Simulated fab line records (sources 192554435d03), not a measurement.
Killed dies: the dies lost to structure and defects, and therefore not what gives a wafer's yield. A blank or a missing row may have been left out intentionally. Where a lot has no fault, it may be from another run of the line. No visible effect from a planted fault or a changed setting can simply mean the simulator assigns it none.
Which of the tools did it? || flow n5Finfet || Sampling: 10 lots, 30 wafers, 6 of 1938 route steps

WHAT THE GAUGES SHOWED, per wafer
Not one reading of a measure or inspect step in the record can be checked against a usual standard deviation.

TOOL THAT RAN EACH LOT (tool first, then ch and the chambers of the sampled wafers, then the start)
{"lot": "L942", "N5_BEOL_M15_ETCH_61": "rieDiel-03 ch 0,3, day 11 23:18", "N5_BEOL_M15_SPUTTER_43": "pvdSputter-02, day 12 02:11", "N5_BEOL_M15_SPUTTER_45": "pvdSputter-02, day 12 02:21", "N5_BEOL_M15_ANNEAL_48": "rtpAnneal-01 ch 0, day 12 02:43", "N5_BEOL_M15_CMP_49": "cmp-03 ch 1,3, day 12 03:02", "N5_PASSIVATION_PROBE_49": "-"}
{"lot": "L944", "N5_BEOL_M15_ETCH_61": "rieDiel-04 ch 0,1,3, day 12 08:39", "N5_BEOL_M15_SPUTTER_43": "pvdSputter-03, day 12 10:37", "N5_BEOL_M15_SPUTTER_45": "pvdSputter-03, day 12 11:03", "N5_BEOL_M15_ANNEAL_48": "rtpAnneal-02 ch 0, day 12 11:30", "N5_BEOL_M15_CMP_49": "cmp-02 ch 2,3, day 12 11:43", "N5_PASSIVATION_PROBE_49": "-"}
{"lot": "L946", "N5_BEOL_M15_ETCH_61": "rieDiel-04 ch 0,1,2, day 13 04:28", "N5_BEOL_M15_SPUTTER_43": "pvdSputter-02, day 13 09:10", "N5_BEOL_M15_SPUTTER_45": "pvdSputter-02, day 13 09:38", "N5_BEOL_M15_ANNEAL_48": "rtpAnneal-01 ch 0, day 13 10:20", "N5_BEOL_M15_CMP_49": "cmp-03 ch 0,3, day 13 10:38", "N5_PASSIVATION_PROBE_49": "prober-01, day 13 23:23"}
{"lot": "L951", "N5_BEOL_M15_ETCH_61": "rieDiel-03 ch 0,2, day 13 05:17", "N5_BEOL_M15_SPUTTER_43": "pvdSputter-01, day 13 09:08", "N5_BEOL_M15_SPUTTER_45": "pvdSputter-01, day 13 09:18", "N5_BEOL_M15_ANNEAL_48": "rtpAnneal-02 ch 0, day 13 09:41", "N5_BEOL_M15_CMP_49": "cmp-02 ch 0,1,3, day 13 09:59", "N5_PASSIVATION_PROBE_49": "-"}
{"lot": "L948", "N5_BEOL_M15_ETCH_61": "rieDiel-05 ch 1,2,3, day 13 09:02", "N5_BEOL_M15_SPUTTER_43": "pvdSputter-01, day 13 10:02", "N5_BEOL_M15_SPUTTER_45": "pvdSputter-01, day 13 10:12", "N5_BEOL_M15_ANNEAL_48": "rtpAnneal-02 ch 0, day 13 10:34", "N5_BEOL_M15_CMP_49": "cmp-03 ch 1,2,3, day 13 10:52", "N5_PASSIVATION_PROBE_49": "-"}
{"lot": "L953", "N5_BEOL_M15_ETCH_61": "rieDiel-05 ch 0,1, day 14 11:04", "N5_BEOL_M15_SPUTTER_43": "pvdSputter-01, day 14 15:25", "N5_BEOL_M15_SPUTTER_45": "pvdSputter-01, day 14 15:35", "N5_BEOL_M15_ANNEAL_48": "rtpAnneal-02 ch 0, day 14 16:14", "N5_BEOL_M15_CMP_49": "cmp-03 ch 0,2,3, day 14 16:29", "N5_PASSIVATION_PROBE_49": "prober-02, day 15 06:55"}
{"lot": "L952", "N5_BEOL_M15_ETCH_61": "rieDiel-05 ch 0,2,3, day 14 13:33", "N5_BEOL_M15_SPUTTER_43": "pvdSputter-01, day 14 16:08", "N5_BEOL_M15_SPUTTER_45": "pvdSputter-01, day 14 16:18", "N5_BEOL_M15_ANNEAL_48": "rtpAnneal-02 ch 0, day 14 16:53", "N5_BEOL_M15_CMP_49": "cmp-02 ch 0,1, day 14 17:11", "N5_PASSIVATION_PROBE_49": "-"}
{"lot": "L955", "N5_BEOL_M15_ETCH_61": "rieDiel-03 ch 2,3, day 15 01:07", "N5_BEOL_M15_SPUTTER_43": "pvdSputter-03, day 15 02:10", "N5_BEOL_M15_SPUTTER_45": "pvdSputter-03, day 15 02:20", "N5_BEOL_M15_ANNEAL_48": "rtpAnneal-01 ch 0, day 15 02:44", "N5_BEOL_M15_CMP_49": "cmp-01 ch 0,2, day 15 02:59", "N5_PASSIVATION_PROBE_49": "prober-01, day 15 19:21"}
{"lot": "L960", "N5_BEOL_M15_ETCH_61": "rieDiel-05 ch 2,3, day 16 05:46", "N5_BEOL_M15_SPUTTER_43": "pvdSputter-01, day 16 08:25", "N5_BEOL_M15_SPUTTER_45": "pvdSputter-01, day 16 08:34", "N5_BEOL_M15_ANNEAL_48": "rtpAnneal-01 ch 0, day 16 08:56", "N5_BEOL_M15_CMP_49": "cmp-03 ch 0,2,3, day 16 09:14", "N5_PASSIVATION_PROBE_49": "-"}
{"lot": "L961", "N5_BEOL_M15_ETCH_61": "rieDiel-04 ch 0,1,3, day 16 12:17", "N5_BEOL_M15_SPUTTER_43": "pvdSputter-01, day 16 13:17", "N5_BEOL_M15_SPUTTER_45": "pvdSputter-01, day 16 13:27", "N5_BEOL_M15_ANNEAL_48": "rtpAnneal-02 ch 0, day 16 13:55", "N5_BEOL_M15_CMP_49": "cmp-03 ch 0,1,3, day 16 14:16", "N5_PASSIVATION_PROBE_49": "-"}
- N5_BEOL_M15_ETCH_61: etches BARC in N2/H2, target depth 89 nm, overetch 26.7 nm, time 67.9 s.
- N5_BEOL_M15_SPUTTER_43: material TaN, target thk 15 nm, time 24.19 s.
- N5_BEOL_M15_SPUTTER_45: material Cu, target thk 100 nm, time 16.67 s.
- N5_BEOL_M15_ANNEAL_48: time 90 s.
- N5_BEOL_M15_CMP_49: polishes, stops on SiO2, t overpolish 4.9 s, target thk 850 nm.
- N5_PASSIVATION_PROBE_49

WHAT THE TOOLS THEMSELVES READ (means of the sampled wafers that have a number; where no wafer has one, the mark that the record gives instead)
N5_BEOL_M15_ETCH_61.
{"lot": "L942", "tool": "rieDiel-03", "drypumpMotorCurrentA (A)": 5.6, "oesProductAu (a.u.)": 0.67, "rfVppV (V)": 526.2, "showerheadPlenumPTorr (Torr)": 2.59, "throttleValvePct (%)": 18.01}
{"lot": "L944", "tool": "rieDiel-04", "drypumpMotorCurrentA (A)": 5.9, "oesProductAu (a.u.)": 0.65, "rfVppV (V)": 522.3, "showerheadPlenumPTorr (Torr)": 2.47, "throttleValvePct (%)": 18.00}
{"lot": "L946", "tool": "rieDiel-04", "drypumpMotorCurrentA (A)": 5.5, "oesProductAu (a.u.)": 0.64, "rfVppV (V)": 523.6, "showerheadPlenumPTorr (Torr)": 2.54, "throttleValvePct (%)": 17.95}
{"lot": "L951", "tool": "rieDiel-03", "drypumpMotorCurrentA (A)": 5.7, "oesProductAu (a.u.)": 0.65, "rfVppV (V)": 523.2, "showerheadPlenumPTorr (Torr)": 2.54, "throttleValvePct (%)": 17.90}
{"lot": "L948", "tool": "rieDiel-05", "drypumpMotorCurrentA (A)": 5.4, "oesProductAu (a.u.)": 0.74, "rfVppV (V)": 526.2, "showerheadPlenumPTorr (Torr)": 2.62, "throttleValvePct (%)": 17.70}
{"lot": "L953", "tool": "rieDiel-05", "drypumpMotorCurrentA (A)": 5.6, "oesProductAu (a.u.)": 0.69, "rfVppV (V)": 525.6, "showerheadPlenumPTorr (Torr)": 2.60, "throttleValvePct (%)": 17.91}
{"lot": "L952", "tool": "rieDiel-05", "drypumpMotorCurrentA (A)": 5.7, "oesProductAu (a.u.)": 0.72, "rfVppV (V)": 523.8, "showerheadPlenumPTorr (Torr)": 2.54, "throttleValvePct (%)": 17.89}
{"lot": "L955", "tool": "rieDiel-03", "drypumpMotorCurrentA (A)": 6.1, "oesProductAu (a.u.)": 0.71, "rfVppV (V)": 526.3, "showerheadPlenumPTorr (Torr)": 2.65, "throttleValvePct (%)": 17.97}
{"lot": "L960", "tool": "rieDiel-05", "drypumpMotorCurrentA (A)": 5.4, "oesProductAu (a.u.)": 0.70, "rfVppV (V)": 524.4, "showerheadPlenumPTorr (Torr)": 2.60, "throttleValvePct (%)": 17.81}
{"lot": "L961", "tool": "rieDiel-04", "drypumpMotorCurrentA (A)": 5.9, "oesProductAu (a.u.)": 0.63, "rfVppV (V)": 522.2, "showerheadPlenumPTorr (Torr)": 2.46, "throttleValvePct (%)": 18.03}

N5_BEOL_M15_SPUTTER_43.
{"lot": "L942", "tool": "pvdSputter-02", "throttleValvePct (%)": 29.9}
{"lot": "L944", "tool": "pvdSputter-03", "throttleValvePct (%)": 30.7}
{"lot": "L946", "tool": "pvdSputter-02", "throttleValvePct (%)": 29.2}
{"lot": "L951", "tool": "pvdSputter-01", "throttleValvePct (%)": 29.7}
{"lot": "L948", "tool": "pvdSputter-01", "throttleValvePct (%)": 30.1}
{"lot": "L953", "tool": "pvdSputter-01", "throttleValvePct (%)": 30.2}
{"lot": "L952", "tool": "pvdSputter-01", "throttleValvePct (%)": 30.2}
{"lot": "L955", "tool": "pvdSputter-03", "throttleValvePct (%)": 30.2}
{"lot": "L960", "tool": "pvdSputter-01", "throttleValvePct (%)": 30.1}
{"lot": "L961", "tool": "pvdSputter-01", "throttleValvePct (%)": 29.7}

N5_BEOL_M15_SPUTTER_45.
{"lot": "L942", "tool": "pvdSputter-02", "throttleValvePct (%)": 29.7}
{"lot": "L944", "tool": "pvdSputter-03", "throttleValvePct (%)": 30.6}
{"lot": "L946", "tool": "pvdSputter-02", "throttleValvePct (%)": 28.9}
{"lot": "L951", "tool": "pvdSputter-01", "throttleValvePct (%)": 29.7}
{"lot": "L948", "tool": "pvdSputter-01", "throttleValvePct (%)": 30.2}
{"lot": "L953", "tool": "pvdSputter-01", "throttleValvePct (%)": 30.1}
{"lot": "L952", "tool": "pvdSputter-01", "throttleValvePct (%)": 30.3}
{"lot": "L955", "tool": "pvdSputter-03", "throttleValvePct (%)": 30.3}
{"lot": "L960", "tool": "pvdSputter-01", "throttleValvePct (%)": 30.2}
{"lot": "L961", "tool": "pvdSputter-01", "throttleValvePct (%)": 29.9}

N5_BEOL_M15_ANNEAL_48.
{"lot": "L942", "tool": "rtpAnneal-01", "wafer_temp_C_max": 225.27}
{"lot": "L944", "tool": "rtpAnneal-02", "wafer_temp_C_max": 225.64}
{"lot": "L946", "tool": "rtpAnneal-01", "wafer_temp_C_max": 225.66}
{"lot": "L951", "tool": "rtpAnneal-02", "wafer_temp_C_max": 225.69}
{"lot": "L948", "tool": "rtpAnneal-02", "wafer_temp_C_max": 225.99}
{"lot": "L953", "tool": "rtpAnneal-02", "wafer_temp_C_max": 225.76}
{"lot": "L952", "tool": "rtpAnneal-02", "wafer_temp_C_max": 225.64}
{"lot": "L955", "tool": "rtpAnneal-01", "wafer_temp_C_max": 225.71}
{"lot": "L960", "tool": "rtpAnneal-01", "wafer_temp_C_max": 225.65}
{"lot": "L961", "tool": "rtpAnneal-02", "wafer_temp_C_max": 225.51}

N5_BEOL_M15_CMP_49.
{"lot": "L942", "tool": "cmp-03", "barrierFieldEndpointS (s)": 11.66, "motorCurrentA (A)": 8.4, "overpolishRunS (s)": 4.895, "retainingRingPressureFrac": 0.999, "slurryFilterDpKPa (kPa)": 13.53}
{"lot": "L944", "tool": "cmp-02", "barrierFieldEndpointS (s)": 17.00, "motorCurrentA (A)": 8.3, "overpolishRunS (s)": 4.901, "retainingRingPressureFrac": 1.000, "slurryFilterDpKPa (kPa)": 13.49}
{"lot": "L946", "tool": "cmp-03", "barrierFieldEndpointS (s)": 17.32, "motorCurrentA (A)": 7.8, "overpolishRunS (s)": 4.903, "retainingRingPressureFrac": 0.996, "slurryFilterDpKPa (kPa)": 13.54}
{"lot": "L951", "tool": "cmp-02", "barrierFieldEndpointS (s)": 11.34, "motorCurrentA (A)": 8.1, "overpolishRunS (s)": 4.896, "retainingRingPressureFrac": 1.007, "slurryFilterDpKPa (kPa)": 13.49}
{"lot": "L948", "tool": "cmp-03", "barrierFieldEndpointS (s)": 11.46, "motorCurrentA (A)": 9.0, "overpolishRunS (s)": 4.897, "retainingRingPressureFrac": 0.996, "slurryFilterDpKPa (kPa)": 13.49}
{"lot": "L953", "tool": "cmp-03", "barrierFieldEndpointS (s)": 11.28, "motorCurrentA (A)": 8.3, "overpolishRunS (s)": 4.900, "retainingRingPressureFrac": 1.001, "slurryFilterDpKPa (kPa)": 13.38}
{"lot": "L952", "tool": "cmp-02", "barrierFieldEndpointS (s)": 11.27, "motorCurrentA (A)": 8.9, "overpolishRunS (s)": 4.907, "retainingRingPressureFrac": 1.003, "slurryFilterDpKPa (kPa)": 13.56}
{"lot": "L955", "tool": "cmp-01", "barrierFieldEndpointS (s)": 11.64, "motorCurrentA (A)": 7.6, "overpolishRunS (s)": 4.905, "retainingRingPressureFrac": 0.998, "slurryFilterDpKPa (kPa)": 13.41}
{"lot": "L960", "tool": "cmp-03", "barrierFieldEndpointS (s)": 11.33, "motorCurrentA (A)": 8.6, "overpolishRunS (s)": 4.891, "retainingRingPressureFrac": 0.997, "slurryFilterDpKPa (kPa)": 13.63}
{"lot": "L961", "tool": "cmp-03", "barrierFieldEndpointS (s)": 11.28, "motorCurrentA (A)": 8.1, "overpolishRunS (s)": 4.895, "retainingRingPressureFrac": 0.998, "slurryFilterDpKPa (kPa)": 13.44}

N5_PASSIVATION_PROBE_49.
{"lot": "L946", "tool": "prober-01", "defectLimitedYield (%)": 92.1, "killed_at_M0_to_M3": 29, "killed_at_M4_up": 20, "killedAtContacts": 10, "killedAtFrontEnd": 33, "killedAtOther": 0.7, "killedDies": 93, "killedOpen": 62, "killedShort": 31, "sort_bin_5_function (%)": 4.7, "sort_bin_6_memory (%)": 2.9, "sortNPass": 1087, "sortYieldPct (%)": 92.1}
{"lot": "L953", "tool": "prober-02", "defectLimitedYield (%)": 91.1, "killed_at_M0_to_M3": 37, "killed_at_M4_up": 15, "killedAtContacts": 8, "killedAtFrontEnd": 43, "killedAtOther": 2.3, "killedDies": 105, "killedOpen": 65, "killedShort": 39, "sort_bin_5_function (%)": 4.9, "sort_bin_6_memory (%)": 3.7, "sortNPass": 1075, "sortYieldPct (%)": 91.1}
{"lot": "L955", "tool": "prober-01", "defectLimitedYield (%)": 91.0, "killed_at_M0_to_M3": 29, "killed_at_M4_up": 11, "killedAtContacts": 13, "killedAtFrontEnd": 49, "killedAtOther": 4.3, "killedDies": 106, "killedOpen": 75, "killedShort": 29, "sort_bin_5_function (%)": 5.1, "sort_bin_6_memory (%)": 3.6, "sortNPass": 1074, "sortYieldPct (%)": 91.0}

THE ANSWER, worked out from the rows above alone
Rule: the usual values come from the lots themselves. The widest of any qualifying gaps counts: lots, ordered by their means at a reading, are off when they make up no more than a third of the lots, leave a main group of 4 or more, and stand apart from it by 3 or more times the standard deviation of that group's means. Not used: any main group whose means are identical at the precision the tables above print for the reading. A lot without any number at a reading at which 4 lots or more have one is off too. The other lots that the step has rows for count as sound. First the gauges in route order, then the tools' own readings, where a lot's mean is used as printed above. The first step at which some lot is off is used, and at that step the reading that is off furthest; a lot without a number counts as furthest.
Off: L944, L946 (N5_BEOL_M15_CMP_49, barrierFieldEndpointS). Mean 11.41 s and standard deviation 0.15 in the main group.
If a tool, at that step or one of the process steps before it, ran each lot that is off and ran no sound lot following the first of them, it fits. No candidate that was tried fits.

WHAT THE SIMULATOR HAD PUT IN
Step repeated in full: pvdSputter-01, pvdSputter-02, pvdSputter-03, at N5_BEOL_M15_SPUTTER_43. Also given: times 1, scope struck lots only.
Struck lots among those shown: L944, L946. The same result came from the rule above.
